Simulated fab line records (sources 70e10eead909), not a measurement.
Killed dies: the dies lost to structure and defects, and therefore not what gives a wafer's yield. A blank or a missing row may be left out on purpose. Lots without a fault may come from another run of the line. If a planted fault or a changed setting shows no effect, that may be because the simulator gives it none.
Matching of chambers / flow nand_harc / 3 sister chambers for NHARC_P_M2_PRE_CLEAN_32 on pecvd-04
The step time 12 s. 20 wafers are shown with their chamber, then 10 later ones without.

## WAFERS, EACH WITH ITS CHAMBER
wafer=L074.1; chamber=1; heater_power_outer_w (W)=309; heater_power_w (W)=564; rf_fwd_power_W (W)=291.4
wafer=L074.4; chamber=1; heater_power_outer_w (W)=300; heater_power_w (W)=571; rf_fwd_power_W (W)=291.0
wafer=L074.6; chamber=0; heater_power_outer_w (W)=409; heater_power_w (W)=650; rf_fwd_power_W (W)=291.9
wafer=L076.1; chamber=1; heater_power_outer_w (W)=287; heater_power_w (W)=533; rf_fwd_power_W (W)=292.4
wafer=L076.2; chamber=0; heater_power_outer_w (W)=400; heater_power_w (W)=656; rf_fwd_power_W (W)=293.4
wafer=L076.5; chamber=1; heater_power_outer_w (W)=291; heater_power_w (W)=543; rf_fwd_power_W (W)=293.2
wafer=L078.3; chamber=1; heater_power_outer_w (W)=317; heater_power_w (W)=579; rf_fwd_power_W (W)=291.1
wafer=L078.5; chamber=1; heater_power_outer_w (W)=304; heater_power_w (W)=584; rf_fwd_power_W (W)=291.2
wafer=L078.6; chamber=2; heater_power_outer_w (W)=323; heater_power_w (W)=563; rf_fwd_power_W (W)=292.1
wafer=L081.2; chamber=2; heater_power_outer_w (W)=338; heater_power_w (W)=555; rf_fwd_power_W (W)=293.1
wafer=L081.5; chamber=2; heater_power_outer_w (W)=337; heater_power_w (W)=562; rf_fwd_power_W (W)=292.1
wafer=L081.6; chamber=1; heater_power_outer_w (W)=264; heater_power_w (W)=532; rf_fwd_power_W (W)=292.9
wafer=L085.1; chamber=0; heater_power_outer_w (W)=436; heater_power_w (W)=697; rf_fwd_power_W (W)=293.2
wafer=L085.3; chamber=2; heater_power_outer_w (W)=331; heater_power_w (W)=557; rf_fwd_power_W (W)=291.6
wafer=L085.4; chamber=0; heater_power_outer_w (W)=421; heater_power_w (W)=727; rf_fwd_power_W (W)=293.1
wafer=L092.1; chamber=2; heater_power_outer_w (W)=338; heater_power_w (W)=590; rf_fwd_power_W (W)=291.6
wafer=L092.3; chamber=1; heater_power_outer_w (W)=341; heater_power_w (W)=642; rf_fwd_power_W (W)=293.2
wafer=L092.4; chamber=2; heater_power_outer_w (W)=336; heater_power_w (W)=585; rf_fwd_power_W (W)=292.4
wafer=L093.1; chamber=0; heater_power_outer_w (W)=377; heater_power_w (W)=664; rf_fwd_power_W (W)=294.5
wafer=L093.2; chamber=1; heater_power_outer_w (W)=336; heater_power_w (W)=611; rf_fwd_power_W (W)=293.8

SIGNATURES, as means of the wafers listed above
reading=heater_power_outer_w; chamber 0=408.60; chamber 1=305.44; chamber 2=333.83; scatter within a chamber=20
reading=heater_power_w; chamber 0=678.80; chamber 1=573.22; chamber 2=568.67; scatter within a chamber=30.7
reading=rf_fwd_power_W; chamber 0=293.220; chamber 1=292.244; chamber 2=292.150; scatter within a chamber=0.919
Rule: a wafer lies at a distance from a chamber equal to the root of the sum of squares, over the readings, of (its reading less the chamber's mean, divided by the reading's scatter). If the next closest chamber is less than 2 further off than the closest, the wafer can't be placed; otherwise it belongs to the closest. The scatter is the square root of a quotient: the sum, over the shown wafers, of each reading's squared deviation from its chamber's mean, divided by wafers minus chambers.

## WAFERS WITHOUT THEIR CHAMBER
wafer=L093.4; heater_power_outer_w (W)=327; heater_power_w (W)=580; rf_fwd_power_W (W)=292.6
wafer=L094.1; heater_power_outer_w (W)=329; heater_power_w (W)=571; rf_fwd_power_W (W)=293.1
wafer=L094.2; heater_power_outer_w (W)=284; heater_power_w (W)=534; rf_fwd_power_W (W)=293.0
wafer=L094.5; heater_power_outer_w (W)=280; heater_power_w (W)=521; rf_fwd_power_W (W)=291.2
wafer=L095.3; heater_power_outer_w (W)=444; heater_power_w (W)=728; rf_fwd_power_W (W)=292.4
wafer=L095.4; heater_power_outer_w (W)=451; heater_power_w (W)=752; rf_fwd_power_W (W)=291.8
wafer=L095.6; heater_power_outer_w (W)=328; heater_power_w (W)=601; rf_fwd_power_W (W)=292.9
wafer=L096.1; heater_power_outer_w (W)=291; heater_power_w (W)=519; rf_fwd_power_W (W)=291.1
wafer=L096.2; heater_power_outer_w (W)=314; heater_power_w (W)=600; rf_fwd_power_W (W)=293.7
wafer=L096.6; heater_power_outer_w (W)=317; heater_power_w (W)=589; rf_fwd_power_W (W)=294.4

## WHICH CHAMBER EACH ONE RAN IN
wafer=L093.4; from the rows above=can't be placed: 2 or 1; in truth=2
wafer=L094.1; from the rows above=can't be placed: 2 or 1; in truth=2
wafer=L094.2; from the rows above=can't be placed: 1 or 2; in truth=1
wafer=L094.5; from the rows above=can't be placed: 1 or 2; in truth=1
wafer=L095.3; from the rows above=0; in truth=0
wafer=L095.4; from the rows above=0; in truth=0
wafer=L095.6; from the rows above=can't be placed: 2 or 1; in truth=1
wafer=L096.1; from the rows above=can't be placed: 1 or 2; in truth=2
wafer=L096.2; from the rows above=can't be placed: 1 or 2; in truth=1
wafer=L096.6; from the rows above=can't be placed: 1 or 2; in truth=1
Correctly placed: 2 of 10. Unplaceable from these rows: 8, with the true chamber sitting among the candidates in 8. Placed wrongly: 0.
